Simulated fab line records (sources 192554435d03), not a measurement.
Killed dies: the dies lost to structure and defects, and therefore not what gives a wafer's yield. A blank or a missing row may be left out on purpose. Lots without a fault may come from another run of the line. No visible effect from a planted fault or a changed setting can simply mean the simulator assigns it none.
Lot-split experiment -- flow n5-finfet -- 39 wafers read across 7 lots, on a route 1938 steps long

SPLIT DETAILS
At N5_BEOL_M4_ILD_DEP_00 (deposits SiOC from DEMS/O2, target thk 79 nm, time 15.3 s), the setting target-thk-a was moved away from the recipe's 790 angstrom on 18 of the 39 wafers read, by -31.4% to +57.2%. This setting was run at the recipe's value on the other wafers.

No step appears in the file between the split and the reading.

THE READING
M4_ILD_THK (nm), taken at N5_BEOL_M4_THK_MEAS_01. Typical for fault-free wafers on this fab line: 78.7 nm, with standard deviation 1.2 nm.

wafer,"tool, chamber at the split","target-thk-a as run, angstrom",against the recipe,"M4_ILD_THK, nm",against lot-mates on the recipe
L074.1,"pecvd-01, 0",668.3,-15.4%,66.2,-13.7
L074.2,"pecvd-01, 1,2",668.3,-15.4%,66.9,-13.0
L074.3,"pecvd-01, 1,2",668.3,-15.4%,66.8,-13.1
L074.4,"pecvd-01, 2",790,recipe,79.9,-
L074.5,"pecvd-01, 1",790,recipe,80.5,-
L074.6,"pecvd-01, 0",790,recipe,79.3,-
L082.1,"pecvd-01, 2",932.5,+18.0%,94.6,+15.2
L082.2,"pecvd-01, 0,1",790,recipe,79.0,-
L082.3,"pecvd-01, 0,1",790,recipe,79.1,-
L082.4,"pecvd-01, 2",932.5,+18.0%,94.9,+15.5
L082.5,"pecvd-01, 1",932.5,+18.0%,94.7,+15.3
L082.6,"pecvd-01, 0",790,recipe,80.2,-
L083.1,"pecvd-03, 2",542.2,-31.4%,53.0,-25.5
L083.2,"pecvd-03, 1",542.2,-31.4%,52.5,-26.0
L083.3,"pecvd-03, 0",542.2,-31.4%,52.5,-26.0
L083.4,"pecvd-03, 1",790,recipe,78.2,-
L083.5,"pecvd-03, 0",790,recipe,78.3,-
L083.6,"pecvd-03, 2",790,recipe,78.9,-
L085.1,"pecvd-03, 0",790,recipe,76.6,-
L085.3,"pecvd-03, 1",790,recipe,77.1,-
L085.6,"pecvd-03, 1",790,recipe,78.6,-
L089.1,"pecvd-03, 1",790,recipe,78.6,-
L089.2,"pecvd-03, 2",790,recipe,78.3,-
L089.3,"pecvd-03, 0",1242,+57.2%,122.6,+44.1
L089.4,"pecvd-03, 2",1242,+57.2%,125.7,+47.2
L089.5,"pecvd-03, 0",1242,+57.2%,124.5,+46.0
L089.6,"pecvd-03, 1",790,recipe,78.6,-
L093.1,"pecvd-01, 2",790,recipe,79.1,-
L093.2,"pecvd-01, 0",1166,+47.6%,115.3,+35.3
L093.3,"pecvd-01, 1",1166,+47.6%,116.4,+36.4
L093.4,"pecvd-01, 1",790,recipe,80.3,-
L093.5,"pecvd-01, 0",1166,+47.6%,117.3,+37.3
L093.6,"pecvd-01, 2",790,recipe,80.5,-
L094.1,"pecvd-02, 0",1050,+32.9%,103.6,+23.7
L094.2,"pecvd-02, 1",790,recipe,79.6,-
L094.3,"pecvd-02, 2",1050,+32.9%,105.4,+25.5
L094.4,"pecvd-02, 2",1050,+32.9%,106.8,+26.9
L094.5,"pecvd-02, 0",790,recipe,79.2,-
L094.6,"pecvd-02, 1",790,recipe,81.0,-
If several chambers appear in one row, that row covers several wafers at once and the file leaves open which wafer was in which chamber.

THE FIT
A straight line over all 39 wafers: M4_ILD_THK changes by +0.8 nm for each +1% of target-thk-a; r = +1.00; the points scatter about the line by 1.2 nm.
The same after taking each lot's own level away (the mean of its wafers on the recipe; 39 wafers): +0.795 nm for each +1%; r = +1.00; scatter 0.97 nm.
According to that fit, moving target-thk-a by its largest amount changes the reading by 46 nm.
The span of the lots' own levels, 77.43 to 79.97 nm, comes to 2.1 times the standard deviation stated above.
Consequently the slope shifts little with the lot-to-lot level, the two slopes agreeing.
Check: +45.5 nm against its lot-mates is what the line predicts for one of the wafers moved furthest among these (+57.2%) when that wafer is left out of the fit. It came out at +44.1 nm against them.

THE OTHER SPLITS THESE WAFERS WENT THROUGH
These wafers also went through other splits before the reading. Each is held against what the fit with the lots' levels taken away leaves over:
other split on the same wafers,wafers away from the commonest value,r with M4_ILD_THK (lot level and that fit taken away)
N5_FIN_SAQP_HM_DEP_72 time-s,15,+0.10
N5_SPACER0_ALD_08 target-thk-a,9,-0.06
N5_HKMG_FIN_CVD_62 time-s,15,+0.02
N5_BEOL_M1_ALD_84 ald-cycles,18,-0.08

THE WHOLE CHAIN: every reading that the file lists as answering this split, in the file's order
step,what it does,reading,change (the file's fit),r (the file's)
N5_BEOL_M4_ILD_DEP_00,"deposits SiOC from DEMS/O2, target thk 79 nm, time 15.3 s","SiOC_of_BEOL_M4_ILD_DEP_00.thk-nm (the simulator's own value, which no gauge read)",+0.792 nm for each +1% of the setting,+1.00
N5_BEOL_M4_THK_MEAS_01,,M4_ILD_THK,+0.792 for each +1% of the setting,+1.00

THE FILE'S OWN FIT
M4_ILD_THK changes by +0.792 nm for each +1% of target-thk-a, r = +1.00.
